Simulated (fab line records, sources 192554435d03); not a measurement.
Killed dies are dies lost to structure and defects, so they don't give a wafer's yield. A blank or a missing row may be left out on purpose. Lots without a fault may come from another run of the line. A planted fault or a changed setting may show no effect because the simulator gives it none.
Chamber matching | flow n5_finfet | N5_BEOL_M8_DESCUM_33 on rie_diel-02: 4 sister chambers
The step chemistry O2, time 7 s. 4 wafers are shown with their chamber, then 7 later ones without.

WAFERS WITH THEIR CHAMBER
wafer  | chamber | drypump_motor_current_A (A)
L077.1 | 1       | 5.5
L083.1 | 2       | 6.4
L089.2 | 3       | 5.1
L089.3 | 0       | 5.2

WAFERS WITHOUT THEIR CHAMBER
wafer  | drypump_motor_current_A (A)
L089.6 | 5.1
L092.1 | 5.3
L092.4 | 5.1
L092.6 | 5.3
L095.1 | 5.2
L095.3 | 5.5
L095.4 | 5.1

WHICH CHAMBER EACH WENT THROUGH
wafer  | from the rows above          | in truth
L089.6 | can't be placed: 3 or 0      | 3
L092.1 | can't be placed: 0 or 1 or 3 | 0
L092.4 | can't be placed: 3 or 0      | 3
L092.6 | can't be placed: 0 or 1 or 3 | 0
L095.1 | can't be placed: 0 or 3      | 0
L095.3 | 1                            | 1
L095.4 | can't be placed: 3 or 0      | 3
Placed correctly: 1 of 7. Can't be placed from these rows: 6 (the true chamber is among the candidates in 6). Placed wrongly: 0.
How it was worked out, from the rows above alone: a wafer's distance from a chamber is the root of the sum, over the readings, of the square of ((its reading less the chamber's mean) divided by the reading's scatter). The wafer belongs to the nearest chamber; if the next one is less than 2 further off, it can't be placed. A chamber's mean is the mean of its shown wafers. The scatter: with one shown wafer a chamber, the root of the mean of the squares of how far each hidden wafer lies from its nearest shown one.
